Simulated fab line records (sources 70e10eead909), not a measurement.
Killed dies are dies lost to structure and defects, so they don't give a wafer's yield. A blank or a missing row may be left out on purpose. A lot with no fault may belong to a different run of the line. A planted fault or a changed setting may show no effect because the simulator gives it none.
Which tool did it? | flow nand_harc | Sampling: 24 lots, 72 wafers, 6 of 1302 route steps

== WHAT THE GAUGES SHOWED, per wafer ==
NHARC_P_BONDPAD_CD_MEAS_09 targets a cd of 500 nm.
lot  | measured     | on        | cd_nm (nm)
L074 | day 6 18:52  | cd_sem-02 | 502.9 499.3 499.2
L075 | day 7 00:59  | cd_sem-02 | 499.0 496.5 497.9
L076 | day 7 10:51  | cd_sem-03 | 503.6 498.2 498.5
L077 | day 7 21:28  | cd_sem-02 | 500.4 500.3 501.6
L079 | day 8 10:37  | cd_sem-03 | 498.1 498.4 497.9
L078 | day 8 11:25  | cd_sem-02 | 496.6 498.8 500.1
L080 | day 9 10:23  | cd_sem-02 | 498.0 498.5 500.2
L081 | day 9 19:32  | cd_sem-01 | 499.9 500.3 503.2
L082 | day 9 21:48  | cd_sem-02 | 502.2 500.5 502.3
L083 | day 10 11:10 | cd_sem-01 | 498.4 499.0 497.3
L084 | day 11 02:11 | cd_sem-02 | 502.7 498.9 501.4
L085 | day 11 08:55 | cd_sem-01 | 501.1 500.4 501.2
L086 | day 11 22:16 | cd_sem-03 | 497.7 499.6 503.0
L088 | day 12 19:41 | cd_sem-01 | 503.4 501.7 501.8
L087 | day 12 20:31 | cd_sem-01 | 497.1 501.8 498.1
L090 | day 13 14:41 | cd_sem-01 | 500.0 502.5 499.9
L089 | day 13 15:35 | cd_sem-03 | 499.9 499.2 501.1
L091 | day 13 18:14 | cd_sem-03 | 496.9 500.8 498.9
L092 | day 14 01:09 | cd_sem-03 | 501.2 502.3 499.8
L093 | day 15 02:52 | cd_sem-01 | 498.6 498.1 500.3
L094 | day 15 03:49 | cd_sem-02 | 498.3 499.4 500.2
L095 | day 15 09:01 | cd_sem-01 | 502.8 500.3 501.2
L096 | day 15 20:52 | cd_sem-03 | 497.7 499.0 500.2
L097 | day 16 11:21 | cd_sem-01 | 498.3 499.4 499.8

NHARC_A_ONON_D1_THK_MEAS_11: measures by ellipsometry.
lot  | measured     | on            | thk_nm (nm)
L074 | day 8 00:03  | film_metro-01 | 1012 1010 1011
L075 | day 8 04:58  | film_metro-02 | 976 975 976
L076 | day 8 14:50  | film_metro-01 | 998 998 996
L077 | day 9 00:49  | film_metro-01 | 990 989 988
L079 | day 9 15:06  | film_metro-02 | 1013 1012 1013
L078 | day 9 15:07  | film_metro-01 | 1001 1000 1001
L080 | day 10 15:15 | film_metro-01 | 999 996 999
L081 | day 11 00:22 | film_metro-01 | 1003 1004 1004
L082 | day 11 00:34 | film_metro-01 | 1013 1014 1014
L083 | day 11 16:30 | film_metro-02 | 1009 1009 1012
L084 | day 12 09:54 | film_metro-01 | 1004 1003 1002
L085 | day 12 15:38 | film_metro-01 | 997 999 999
L086 | day 13 02:01 | film_metro-01 | 995 996 996
L088 | day 13 23:25 | film_metro-02 | 992 993 992
L087 | day 13 23:25 | film_metro-01 | 996 995 996
L090 | day 14 18:13 | film_metro-01 | 1008 1009 1006
L089 | day 14 18:13 | film_metro-02 | 1005 1005 1007
L091 | day 14 21:52 | film_metro-01 | 994 996 995
L092 | day 15 05:54 | film_metro-01 | 999 998 999
L093 | day 16 06:34 | film_metro-02 | 999 997 999
L094 | day 16 06:35 | film_metro-02 | 996 996 994
L095 | day 16 15:14 | film_metro-01 | 1002 1002 1004
L096 | day 17 00:15 | film_metro-01 | 1001 1003 1002
L097 | day 17 16:55 | film_metro-02 | 1010 1008 1009

NHARC_A_CHANNEL_HOLE_D1_INSPECT_12.
lot  | measured     | on                | raw_defect_count
L074 | day 8 15:34  | defect_inspect-01 | 5 4 6
L075 | day 8 19:19  | defect_inspect-01 | 6 5 10
L076 | day 9 06:10  | defect_inspect-01 | 4 6 12
L077 | day 9 16:56  | defect_inspect-01 | 9 5 4
L079 | day 10 07:13 | defect_inspect-01 | 6 5 4
L078 | day 10 07:04 | defect_inspect-02 | 1 5 4
L080 | day 11 05:10 | defect_inspect-01 | 4 5 1
L081 | day 11 19:08 | defect_inspect-01 | 6 4 7
L082 | day 11 18:02 | defect_inspect-01 | 5 11 4
L083 | day 12 09:26 | defect_inspect-01 | 7 5 5
L084 | day 13 01:40 | defect_inspect-02 | 6 3 2
L085 | day 13 06:10 | defect_inspect-02 | 4 6 8
L086 | day 13 19:15 | defect_inspect-01 | 7 5 2
L088 | day 14 16:20 | defect_inspect-01 | 6 6 3
L087 | day 14 15:19 | defect_inspect-02 | 2 6 2
L090 | day 15 10:12 | defect_inspect-02 | 5 5 11
L089 | day 15 09:28 | defect_inspect-01 | 5 11 4
L091 | day 15 10:39 | defect_inspect-01 | 8 5 8
L092 | day 15 19:56 | defect_inspect-01 | 5 8 4
L093 | day 17 01:20 | defect_inspect-02 | 3 7 3
L094 | day 17 03:03 | defect_inspect-02 | 7 3 4
L095 | day 17 06:21 | defect_inspect-01 | 6 9 7
L096 | day 17 14:14 | defect_inspect-02 | 5 4 11
L097 | day 18 07:16 | defect_inspect-01 | 9 6 6

NHARC_A_CHANNEL_HOLE_D1_INSPECT_40.
lot  | measured     | on                | raw_defect_count
L074 | day 8 22:31  | defect_inspect-01 | 56 34 59
L075 | day 9 02:16  | defect_inspect-02 | 88 136 106
L076 | day 9 13:07  | defect_inspect-02 | 116 123 123
L077 | day 10 01:59 | defect_inspect-02 | 97 97 90
L079 | day 10 15:34 | defect_inspect-01 | 103 104 113
L078 | day 10 15:15 | defect_inspect-02 | 68 32 49
L080 | day 11 12:26 | defect_inspect-01 | 64 68 47
L081 | day 12 06:23 | defect_inspect-02 | 91 79 138
L082 | day 12 01:01 | defect_inspect-02 | 37 54 39
L083 | day 12 17:40 | defect_inspect-01 | 35 34 28
L084 | day 13 08:38 | defect_inspect-02 | 65 64 44
L085 | day 13 13:07 | defect_inspect-01 | 95 107 87
L086 | day 14 02:37 | defect_inspect-02 | 49 39 57
L088 | day 14 23:18 | defect_inspect-02 | 50 57 51
L087 | day 14 22:16 | defect_inspect-02 | 117 104 88
L090 | day 15 17:11 | defect_inspect-02 | 68 42 74
L089 | day 15 16:41 | defect_inspect-01 | 116 126 85
L091 | day 15 20:35 | defect_inspect-01 | 107 125 118
L092 | day 16 02:55 | defect_inspect-02 | 73 38 45
L093 | day 17 08:27 | defect_inspect-01 | 54 50 69
L094 | day 17 12:30 | defect_inspect-01 | 55 91 62
L095 | day 17 16:41 | defect_inspect-02 | 50 54 65
L096 | day 17 21:10 | defect_inspect-02 | 72 57 71
L097 | day 18 16:14 | defect_inspect-01 | 50 61 44

== EACH LOT AND THE TOOL THAT RAN IT (in order: tool; ch and the chambers of the sampled wafers; start) ==
lot  | NHARC_P_BONDPAD_DEGAS_25     | NHARC_A_CHANNEL_HOLE_D1_ETCH_39
L074 | pvd_sputter-01, day 6 20:02  | rie_diel-02 ch 1,2,3, day 8 22:31 or earlier
L075 | pvd_sputter-02, day 7 02:11  | rie_diel-02 ch 2,3, day 9 02:16 or earlier
L076 | pvd_sputter-02, day 7 12:01  | rie_diel-02 ch 1,2,3, day 9 13:07 or earlier
L077 | pvd_sputter-02, day 7 22:37  | rie_diel-02 ch 0,2, day 10 01:59 or earlier
L079 | pvd_sputter-01, day 8 11:49  | rie_diel-11 ch 1,3, day 10 15:34 or earlier
L078 | pvd_sputter-02, day 8 12:34  | rie_diel-11 ch 2,3, day 10 15:15 or earlier
L080 | pvd_sputter-01, day 9 11:34  | rie_diel-02 ch 0,1, day 11 12:26 or earlier
L081 | pvd_sputter-02, day 9 20:41  | rie_diel-02 ch 0,1,2, day 12 06:23 or earlier
L082 | pvd_sputter-01, day 9 22:58  | rie_diel-02 ch 0,1,2, day 12 01:01 or earlier
L083 | pvd_sputter-02, day 10 12:20 | rie_diel-02 ch 1,2,3, day 12 17:40 or earlier
L084 | pvd_sputter-01, day 11 03:23 | rie_diel-02 ch 0,1,2, day 13 08:38 or earlier
L085 | pvd_sputter-03, day 11 10:07 | rie_diel-02 ch 2,3, day 13 13:07 or earlier
L086 | pvd_sputter-03, day 11 23:25 | rie_diel-02 ch 0,2, day 14 02:37 or earlier
L088 | pvd_sputter-03, day 12 20:50 | rie_diel-02 ch 2,3, day 14 23:18 or earlier
L087 | pvd_sputter-03, day 12 21:43 | rie_diel-02 ch 0,1,3, day 14 22:16 or earlier
L090 | pvd_sputter-01, day 13 15:51 | rie_diel-11 ch 1,2,3, day 15 17:11 or earlier
L089 | pvd_sputter-02, day 13 16:44 | rie_diel-02 ch 0,1,3, day 15 16:41 or earlier
L091 | pvd_sputter-02, day 13 19:25 | rie_diel-02 ch 0,1,2, day 15 20:35 or earlier
L092 | pvd_sputter-01, day 14 02:18 | rie_diel-11 ch 2,3, day 16 02:55 or earlier
L093 | pvd_sputter-01, day 15 04:01 | rie_diel-11 ch 0,2,3, day 17 08:27 or earlier
L094 | pvd_sputter-03, day 15 04:58 | rie_diel-02 ch 0,1,3, day 17 12:30 or earlier
L095 | pvd_sputter-02, day 15 10:10 | rie_diel-02 ch 0,2,3, day 17 16:41 or earlier
L096 | pvd_sputter-02, day 15 22:02 | rie_diel-11 ch 0,1, day 17 21:10 or earlier
L097 | pvd_sputter-02, day 16 12:31 | rie_diel-02 ch 1,3, day 18 16:14 or earlier
- NHARC_P_BONDPAD_DEGAS_25: time 60 s.
- NHARC_A_CHANNEL_HOLE_D1_ETCH_39: etches the open film in N2/H2, target depth 260 nm, time 325 s.

== WHAT THE TOOLS THEMSELVES READ (means of the sampled wafers that have a number; where no wafer has one, the mark that the record gives instead) ==
NHARC_P_BONDPAD_DEGAS_25.
lot  | tool           | heater_power_w (W)
L074 | pvd_sputter-01 | 447
L075 | pvd_sputter-02 | 485
L076 | pvd_sputter-02 | 443
L077 | pvd_sputter-02 | 518
L079 | pvd_sputter-01 | 467
L078 | pvd_sputter-02 | 486
L080 | pvd_sputter-01 | 431
L081 | pvd_sputter-02 | 485
L082 | pvd_sputter-01 | 439
L083 | pvd_sputter-02 | 479
L084 | pvd_sputter-01 | 451
L085 | pvd_sputter-03 | 471
L086 | pvd_sputter-03 | 475
L088 | pvd_sputter-03 | 497
L087 | pvd_sputter-03 | 496
L090 | pvd_sputter-01 | 458
L089 | pvd_sputter-02 | 504
L091 | pvd_sputter-02 | 474
L092 | pvd_sputter-01 | 469
L093 | pvd_sputter-01 | 443
L094 | pvd_sputter-03 | 466
L095 | pvd_sputter-02 | 448
L096 | pvd_sputter-02 | 442
L097 | pvd_sputter-02 | 450

NHARC_A_CHANNEL_HOLE_D1_ETCH_39.
lot  | tool        | drypump_motor_current_A (A) | oes_product_au (a.u.) | rf_vpp_V (V) | showerhead_plenum_p_Torr (Torr) | throttle_valve_pct (%)
L074 | rie_diel-02 | 5.5                         | 1.002                 | 430.7        | 2.08                            | 14.173
L075 | rie_diel-02 | 5.5                         | 0.993                 | 430.3        | 2.03                            | 14.175
L076 | rie_diel-02 | 5.5                         | 0.989                 | 431.2        | 2.08                            | 14.164
L077 | rie_diel-02 | 5.9                         | 0.983                 | 426.9        | 1.93                            | 14.171
L079 | rie_diel-11 | 6.2                         | 0.990                 | 430.1        | 2.04                            | 14.172
L078 | rie_diel-11 | 6.4                         | 0.991                 | 431.2        | 2.05                            | 14.178
L080 | rie_diel-02 | 5.8                         | 0.993                 | 431.1        | 2.04                            | 14.184
L081 | rie_diel-02 | 5.8                         | 1.003                 | 429.6        | 1.99                            | 14.157
L082 | rie_diel-02 | 5.7                         | 1.009                 | 429.4        | 1.99                            | 14.171
L083 | rie_diel-02 | 5.5                         | 1.005                 | 431.1        | 2.08                            | 14.177
L084 | rie_diel-02 | 5.8                         | 0.998                 | 428.7        | 1.99                            | 14.164
L085 | rie_diel-02 | 5.4                         | 1.002                 | 431.7        | 2.10                            | 14.182
L086 | rie_diel-02 | 6.0                         | 1.000                 | 427.1        | 1.93                            | 14.158
L088 | rie_diel-02 | 5.4                         | 1.007                 | 432.5        | 2.10                            | 14.172
L087 | rie_diel-02 | 5.7                         | 0.991                 | 431.1        | 2.06                            | 14.170
L090 | rie_diel-11 | 6.3                         | 1.005                 | 430.0        | 2.03                            | 14.172
L089 | rie_diel-02 | 5.7                         | 1.002                 | 431.2        | 2.06                            | 14.172
L091 | rie_diel-02 | 5.7                         | 1.002                 | 430.4        | 1.99                            | 14.178
L092 | rie_diel-11 | 6.3                         | 1.001                 | 430.9        | 2.05                            | 14.170
L093 | rie_diel-11 | 6.3                         | 0.999                 | 429.5        | 1.99                            | 14.163
L094 | rie_diel-02 | 5.7                         | 1.005                 | 431.4        | 2.06                            | 14.162
L095 | rie_diel-02 | 5.7                         | 1.009                 | 429.6        | 2.01                            | 14.169
L096 | rie_diel-11 | 6.2                         | 0.996                 | 427.6        | 1.96                            | 14.174
L097 | rie_diel-02 | 5.5                         | 1.014                 | 433.0        | 2.12                            | 14.179

== THE ANSWER, worked out from the rows above alone ==
Rule: the lots themselves supply what counts as usual. Put in order of their means at a reading, lots are off if they are a third of the lots or fewer, leave a main group of 4 or more, and stand apart from it by a gap of 3 or more times the standard deviation of the main group's means; of several such gaps the widest counts. A main group is skipped when, at the precision printed for the reading in the tables above, its means are all equal. Also off: a lot with no number at a reading for which 4 or more lots have one. Any other lot the step has rows for is counted as sound. First the gauges in route order, then the tools' own readings, where a lot's mean is used as printed above. The first step at which some lot is off is used, and at that step the reading that is off furthest; a lot without a number counts as furthest.
No lot is off at any reading shown: from this, nothing can be told.

== WHAT HAD BEEN PUT IN BY THE SIMULATOR ==
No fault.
